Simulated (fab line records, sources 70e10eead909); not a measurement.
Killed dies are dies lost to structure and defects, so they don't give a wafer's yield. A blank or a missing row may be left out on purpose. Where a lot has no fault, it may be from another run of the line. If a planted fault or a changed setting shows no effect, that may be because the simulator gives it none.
A struck lot beside a sound one :: flow nand_harc :: 15 steps out of a route of 1302
Sound: these wafers, L235.2, L235.3, L235.4. Struck: wafer L243.3 (left out: L243.5, L243.6 of the same lot, which were not struck); the cause appears at the end.
Order at every step that has rows: each side's tool, ch and its chambers, its first start. Under that, the readings that differ: sound wafers :: struck wafers :: difference of the means :: sigmas: that difference in standard deviations of wafers without a fault.
alike: same words and numbers on both sides, and readings whose means sit less than 2 such deviations apart. not compared: any withheld reading, any reading some wafer has no value for, any bound like >300 that may hide the same value, and any number with overlapping values for which the record gives no deviation.
Wherever a step has rows on one side only, a row that says differs or no value, or a row with sigmas, the two part there. Non-overlapping numbers with no deviation appear without sigmas and do not part them. A reading missing from all wafers of one side parts the sides only when that side holds two or more wafers.

first, 6 steps without rows for these wafers: NHARC_P_CONTACT_COAT_06 (resist thk 90 nm); NHARC_P_CONTACT_SOFTBAKE_07 (time 55 s); NHARC_P_CONTACT_EBR_08; NHARC_P_CONTACT_EXPOSE_09 (exposes mask P CA, target cd 90 nm); NHARC_P_CONTACT_PEB_10 (peb time 65 s); NHARC_P_CONTACT_DEVELOP_11 (develop time 35 s).
NHARC_P_CONTACT_CD_MEAS_12: the cd target is 90 nm.
  sound on cd_sem-02 ch 0, day 6 09:08; struck on cd_sem-02 ch 0, day 9 11:12
  alike: cd_nm
NHARC_P_CONTACT_OVL_MEAS_13:
  sound on overlay-01 at day 6 09:13; struck on overlay-01 at day 9 11:17
reading: overlay_x_nm (nm)
sound: 0.7 1.1 0.7
struck: -0.9
difference: -1.7
sigmas: -3
  alike: overlay_y_nm
NHARC_P_CONTACT_INSPECT_14:
  sound on defect_inspect-02 at day 6 09:16; struck on defect_inspect-02 at day 9 11:19
  alike: raw_defect_count
NHARC_P_CONTACT_DESCUM_17: chemistry O2, time 3 s.
  sound on rie_diel-02 ch 0,1,2, day 6 09:19; struck on rie_diel-03 ch 2, day 9 11:23
reading: rf_hours_counter_h (h)
sound: 2.4 2.3 2.1
struck: 2.9
difference: +0.6
sigmas: 
  alike: drypump_motor_current_A, oes_product_au, rf_vpp_V, showerhead_plenum_p_Torr, throttle_valve_pct
NHARC_P_CONTACT_ETCH_35: etches the open film in CF4, target depth 39 nm, time 65 s.
  sound on rie_diel-02 ch 0,1,3, day 6 09:24; struck on rie_diel-03 ch 0, day 9 11:29
reading: rf_hours_counter_h (h)
sound: 2.1 2.0 2.4
struck: 2.9
difference: +0.7
sigmas: 
  alike: drypump_motor_current_A, oes_product_au, rf_vpp_V, run_length_s, showerhead_plenum_p_Torr, throttle_valve_pct
NHARC_P_CONTACT_ETCH_36: etches the open film in N2/H2, target depth 260 nm, time 406.25 s.
  sound on rie_diel-02 ch 1,2,3; struck on rie_diel-03 ch 3
reading: rf_hours_counter_h (h)
sound: 2.5 2.0 2.4
struck: 3.0
difference: +0.7
sigmas: 
  alike: drypump_motor_current_A, oes_product_au, rf_vpp_V, run_length_s, showerhead_plenum_p_Torr, throttle_valve_pct
NHARC_P_CONTACT_ETCH_18: etches the open film in C4F8/O2/Ar, target depth 481 nm, time 240.5 s.
  sound on rie_diel-02 ch 0,1,3, day 6 09:48; struck on rie_diel-03 ch 0, day 9 11:55
reading: rf_hours_counter_h (h)
sound: 2.7 2.1 2.4
struck: 3.1
difference: +0.7
sigmas: 

reading: run_length_s (s)
sound: 261.3 261.4 261.7
struck: 198.1
difference: -63.4
sigmas: -99 or more
  alike: oes_product_au, rf_vpp_V
then, 1 step without rows for these wafers: NHARC_P_CONTACT_STRIP_37 (strips in C4F8/O2/Ar).
-- the record jumps here: 18 days lie between the struck wafers' starts before and after (it left off in module P_CONTACT and takes up again in module END, whose first step shown is number 1302 of the route) --
NHARC_END_SORT_01:
  only the struck wafers appear in the record here, on prober-01 ch 0 at day 27 17:01; the sound ones have no rows

== WHERE THEY PART ==
Last at NHARC_END_SORT_01 as far as this record goes, first at NHARC_P_CONTACT_OVL_MEAS_13.

WHY: whatever the simulator had introduced
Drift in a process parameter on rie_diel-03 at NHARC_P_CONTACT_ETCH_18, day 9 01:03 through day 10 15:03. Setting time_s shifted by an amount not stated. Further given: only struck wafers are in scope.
